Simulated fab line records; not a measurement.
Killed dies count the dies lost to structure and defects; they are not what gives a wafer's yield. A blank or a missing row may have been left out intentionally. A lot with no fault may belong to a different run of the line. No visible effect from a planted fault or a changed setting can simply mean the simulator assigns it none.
8D (eight disciplines) problem report, filled in by code | flow n5Finfet | the parts of the form that need people (team, actions taken, sign-off) are left out

== 1. WHAT WENT WRONG ==
A mean of 126 is read at N5_PASSIVATION_PROBE_49 for killed_at_M4_up, taken on 1 wafer of 1 lot, against 14 (standard deviation 5.7) on wafers free of any fault. That puts it +20 standard deviations away from the usual mean.
The first sign was on wafer L908.4 at day 14 21:41, on prober-02. The record has a number at this step for 10 wafers belonging to 4 lots. By rule, "out" or "out of limits" means more than 4 standard deviations away from the usual mean. The other wafers with a number count as sound.

== 2. WHAT THIS IS AND IS NOT ==
question                    | is                                                                                            | is not
which readings at this step | killed_at_M4_up, defectLimitedYield, killedDies, sort_bin_5_function, sortNPass, sortYieldPct | killed_at_M0_to_M3, killedAtContacts, killedAtFrontEnd, killedAtOther, killedOpen, killedShort, sort_bin_6_memory, sort_bin_8_speed
which lots                  | L908                                                                                          | L900, L902, L917
which wafers of those lots  | L908.4                                                                                        | L908.1, L908.2
read on which tools         | prober-02                                                                                     | prober-01
when                        | from day 14 21:41                                                                             | up to then (7 sound wafers); but 2 sound wafers of L917 came after

== 3. SUSPECTS, AND WHAT RULES EACH OUT ==
Counting: a tool at a process step up to the reading stays a suspect if it ran every lot that is out. Sound lots after the first of them don't rule it out here, since some wafers of a struck lot are sound.
- rieDiel-05 at N5_BEOL_M4_VIA_ETCH_34 (etches the open film in C4F6/O2, target depth 69.4 nm, time 65.9 s): kept. It ran the lot that is out, L908 (day 10 00:38); its last sound lot up to then is L902 (day 8 11:53).
- rieDiel-05 at N5_BEOL_M4_TRENCH_ETCH_37 (etches SiOC in C4F6/O2, target depth 55.555 nm, time 29.2 s): kept. It ran the lot that is out, L908 (day 10 00:53); its last sound lot up to then is L902 (day 8 12:09). N5_BEOL_M4_TRENCH_ETCH_37: start missing for some lots; hours and lot order therefore follow N5_BEOL_M4_OCD_MEAS_38.
- wetBench-04 at N5_BEOL_M4_PRECLEAN_42 (cleans in residue remover, time 60 s): kept. It ran the lot that is out, L908 (day 10 00:59); its last sound lot up to then is L900 (day 7 17:17).
- pvdSputter-02 at N5_BEOL_M4_SPUTTER_48 (material Cu, target thk 4.5 nm, time 8.29 s): kept. It ran the lot that is out, L908 (day 10 02:20).
- pvdSputter-02 at N5_BEOL_M4_SPUTTER_79 (material Cu, target thk 4.5 nm, time 8.29 s): kept. It ran the lot that is out, L908 (day 10 02:33).
- cvdCo-02 at N5_BEOL_M4_PRE_CLEAN_60 (time 15 s): kept. It ran the lot that is out, L908 (day 10 05:50); its last sound lot up to then is L902 (day 8 20:04).
- prober-02 at N5_PASSIVATION_PROBE_49: kept. It ran the lot that is out, L908 (day 14 21:32); its last sound lot up to then is L902 (day 13 06:58). Its own readings are out on those wafers: defectLimitedYield, killed_at_M4_up, killedDies, sort_bin_5_function, sortNPass, sortYieldPct.
- rieDiel-05, N5_BEOL_M4_VIA_ETCH_34: wafers that are out in chamber 1, sound lot-mates in chambers 2, 3.
- rieDiel-05, N5_BEOL_M4_TRENCH_ETCH_37: wafers that are out in chamber 1, sound lot-mates in chambers 2, 3.
Left after counting: rieDiel-05 at N5_BEOL_M4_VIA_ETCH_34, rieDiel-05 at N5_BEOL_M4_TRENCH_ETCH_37, wetBench-04 at N5_BEOL_M4_PRECLEAN_42, pvdSputter-02 at N5_BEOL_M4_SPUTTER_48, pvdSputter-02 at N5_BEOL_M4_SPUTTER_79, cvdCo-02 at N5_BEOL_M4_PRE_CLEAN_60, prober-02 at N5_PASSIVATION_PROBE_49.

== 4. THE CAUSE (what the simulator had put in) ==
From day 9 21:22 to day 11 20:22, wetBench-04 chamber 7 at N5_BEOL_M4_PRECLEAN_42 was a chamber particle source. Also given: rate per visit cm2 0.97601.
After counting, 7 suspects remain, this tool included.

== 5. THE EFFECT CHAIN, in route order ==
Each row: a reading whose mean over the struck wafers that have a number lies more than 3 standard deviations from the usual. Readings are gone through only where the record gives a usual standard deviation; hours: the median, over the lots, of the time from a lot's start at the first step in this table giving one to that lot's start at this step; sigmas: the change measured in usual standard deviations.
hours | step                    | reading             | usual  | on struck wafers | change | sigmas
0     | N5_PASSIVATION_PROBE_49 | defectLimitedYield  | 91.0 % | 84.0             | -7.0   | -4.7
0     | N5_PASSIVATION_PROBE_49 | killed_at_M4_up     | 14     | 126              | +112   | +20
0     | N5_PASSIVATION_PROBE_49 | killedDies          | 106    | 189              | +83    | +4.9
0     | N5_PASSIVATION_PROBE_49 | killedOnRim         | 14     | 27               | +13    | +3.0
0     | N5_PASSIVATION_PROBE_49 | sort_bin_5_function | 5.2 %  | 10.5             | +5.3   | +5.6
0     | N5_PASSIVATION_PROBE_49 | sortNPass           | 1074   | 991              | -83    | -4.9
0     | N5_PASSIVATION_PROBE_49 | sortYieldPct        | 91.0 % | 84.0             | -7.0   | -4.7
It contains these process steps:
- N5_PASSIVATION_PROBE_49

== 6. WHAT WOULD HAVE CAUGHT IT SOONER ==
First out-of-limits reading in this record: day 14 21:41, which is 120 hours after fault onset at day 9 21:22.
All the lots that are out (1) had begun N5_BEOL_M4_PRECLEAN_42 on wetBench-04 by day 14 21:41. Holding the tool at that point would not have protected any of them.
